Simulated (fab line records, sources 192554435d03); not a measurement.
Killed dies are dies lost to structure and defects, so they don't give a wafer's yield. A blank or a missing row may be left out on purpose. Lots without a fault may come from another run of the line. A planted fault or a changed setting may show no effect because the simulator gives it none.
Problem report in the 8D (eight disciplines) form, filled by code | flow n5_finfet | the parts of the form that need people (team, actions taken, sign-off) are left out

1. THE PROBLEM
spin_speed_rpm at N5_BEOL_M4_COAT_68 reads a mean of 1828.8 rpm on 6 wafers of 2 lots; wafers without a fault read 1500.1 rpm with a standard deviation of 0.8. That is +99 or more standard deviations from the usual mean.
The step: time 60 s, resist thk 12 nm.
First seen on wafer L478.2, day 9 02:05, on litho_track-03. The record holds 30 wafers of 10 lots with a number at this step. Rule for "out", or "out of limits": more than 4 standard deviations from the usual mean. The other wafers with a number count as sound.

2. WHAT IT IS AND WHAT IT IS NOT
question                    | is                     | is not
which readings at this step | spin_speed_rpm         | -
which lots                  | L477, L478             | L471, L474, L476, L484, L485, L487, L488, L490
which wafers of those lots  | all that have a number | -
read on which tools         | litho_track-03         | litho_track-01
when                        | from day 9 02:05       | up to then (9 sound wafers); but 15 sound wafers of L484, L485, L487, L488, L490 came after

3. SUSPECTS, AND WHAT RULES EACH OUT
Counting: a tool at a process step up to the reading stays a suspect if it ran every lot that is out and no sound lot after the first of them.
- cvd_co-01 at N5_BEOL_M3_PRE_CLEAN_60 (time 15 s): ruled out as a lasting fault. Sound lots L485 ran on it after its first lot that is out, L478 (day 8 23:37).
- litho_track-03 at N5_BEOL_M4_COAT_68 (time 60 s, resist thk 12 nm): ruled out as a lasting fault. Sound lots L490, L485 ran on it after its first lot that is out, L478 (day 9 02:05).
Left after counting: nothing in the record.

4. THE CAUSE (what the simulator had put in)
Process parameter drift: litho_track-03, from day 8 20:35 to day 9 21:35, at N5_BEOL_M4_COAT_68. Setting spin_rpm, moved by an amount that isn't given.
Counting ruled it out, wrongly.

5. THE CHAIN OF EFFECTS, in route order
Each row: a reading whose mean over the struck wafers that have a number lies more than 3 standard deviations from the usual. Only readings for which the record gives a usual standard deviation are gone through. hours: the time from each lot's start at the first step in this table that gives one to its start at this step, as a median over the lots. sigmas: the change in usual standard deviations.
hours | step               | reading        | usual      | on struck wafers | change | sigmas
0     | N5_BEOL_M4_COAT_68 | spin_speed_rpm | 1500.1 rpm | 1828.8           | +328.7 | +99 or more
The process steps in it:
- N5_BEOL_M4_COAT_68: time 60 s, resist thk 12 nm.
Later measuring or inspecting steps at which every struck wafer that the step has a row for has a number for every such reading, and none has moved that far: N5_BEOL_M4_RC_MEAS_101.

6. WHAT WOULD HAVE CAUGHT IT SOONER
In this record the first reading out of limits was taken at day 9 02:05, 6 hours after the fault began at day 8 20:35.
